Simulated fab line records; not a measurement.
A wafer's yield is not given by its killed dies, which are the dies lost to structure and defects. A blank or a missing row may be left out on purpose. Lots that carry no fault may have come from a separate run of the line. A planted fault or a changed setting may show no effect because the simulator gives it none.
Matching of chambers + flow n5-finfet + N5_BEOL_M0_PRE_CLEAN_131 on cvd-co-02: 3 sister chambers
The step time 15 s. 33 wafers are shown with their chamber, then 12 later ones without.

== WAFERS, EACH WITH ITS CHAMBER ==
| wafer  | chamber | heater-power-w (W) |
|--------|---------|--------------------|
| L076.4 | 2       | 103                |
| L076.5 | 1       | 78                 |
| L076.6 | 0       | 55                 |
| L078.4 | 1       | 82                 |
| L078.5 | 0       | 56                 |
| L078.6 | 2       | 102                |
| L077.1 | 0       | 56                 |
| L077.3 | 2       | 101                |
| L077.6 | 2       | 103                |
| L080.3 | 1       | 82                 |
| L080.4 | 1       | 81                 |
| L080.5 | 0       | 57                 |
| L084.1 | 2       | 103                |
| L084.4 | 2       | 100                |
| L084.6 | 0       | 57                 |
| L086.1 | 2       | 103                |
| L086.2 | 0       | 58                 |
| L086.3 | 1       | 82                 |
| L087.1 | 0       | 56                 |
| L087.2 | 2       | 105                |
| L087.4 | 1       | 82                 |
| L088.1 | 2       | 105                |
| L088.3 | 1       | 82                 |
| L088.5 | 2       | 100                |
| L089.2 | 1       | 83                 |
| L089.3 | 0       | 57                 |
| L089.6 | 0       | 56                 |
| L090.1 | 1       | 80                 |
| L090.2 | 0       | 56                 |
| L090.6 | 0       | 57                 |
| L092.2 | 1       | 85                 |
| L092.4 | 0       | 55                 |
| L092.6 | 2       | 103                |

SIGNATURES (averages over the wafers above)
| reading        | chamber 0 | chamber 1 | chamber 2 | scatter within a chamber |
|----------------|-----------|-----------|-----------|--------------------------|
| heater-power-w | 56.33     | 81.70     | 102.55    | 1.5                      |
Rule: distance of a wafer from a chamber = root of the sum over the readings of ((wafer's reading minus chamber's mean) / reading's scatter) squared. The wafer belongs to the nearest chamber; if the next one is less than 2 further off, it can't be placed. How the scatter is found: for the shown wafers, subtract from each reading the mean of its chamber, square and add these, divide the total by (wafers less chambers), then take the root.

== WAFERS WITHOUT THEIR CHAMBER ==
| wafer  | heater-power-w (W) |
|--------|--------------------|
| L093.1 | 57                 |
| L093.5 | 81                 |
| L093.6 | 102                |
| L095.1 | 101                |
| L095.2 | 58                 |
| L095.4 | 105                |
| L096.1 | 57                 |
| L096.3 | 80                 |
| L096.5 | 57                 |
| L097.1 | 102                |
| L097.4 | 105                |
| L097.5 | 57                 |

== CHAMBER TAKEN BY EACH ==
| wafer  | from the rows above | in truth |
|--------|---------------------|----------|
| L093.1 | 0                   | 0        |
| L093.5 | 1                   | 1        |
| L093.6 | 2                   | 2        |
| L095.1 | 2                   | 2        |
| L095.2 | 0                   | 0        |
| L095.4 | 2                   | 2        |
| L096.1 | 0                   | 0        |
| L096.3 | 1                   | 1        |
| L096.5 | 0                   | 0        |
| L097.1 | 2                   | 2        |
| L097.4 | 2                   | 2        |
| L097.5 | 0                   | 0        |
Placed correctly: 12 of 12. Left unplaced by these rows: 0. Number placed wrongly: 0.
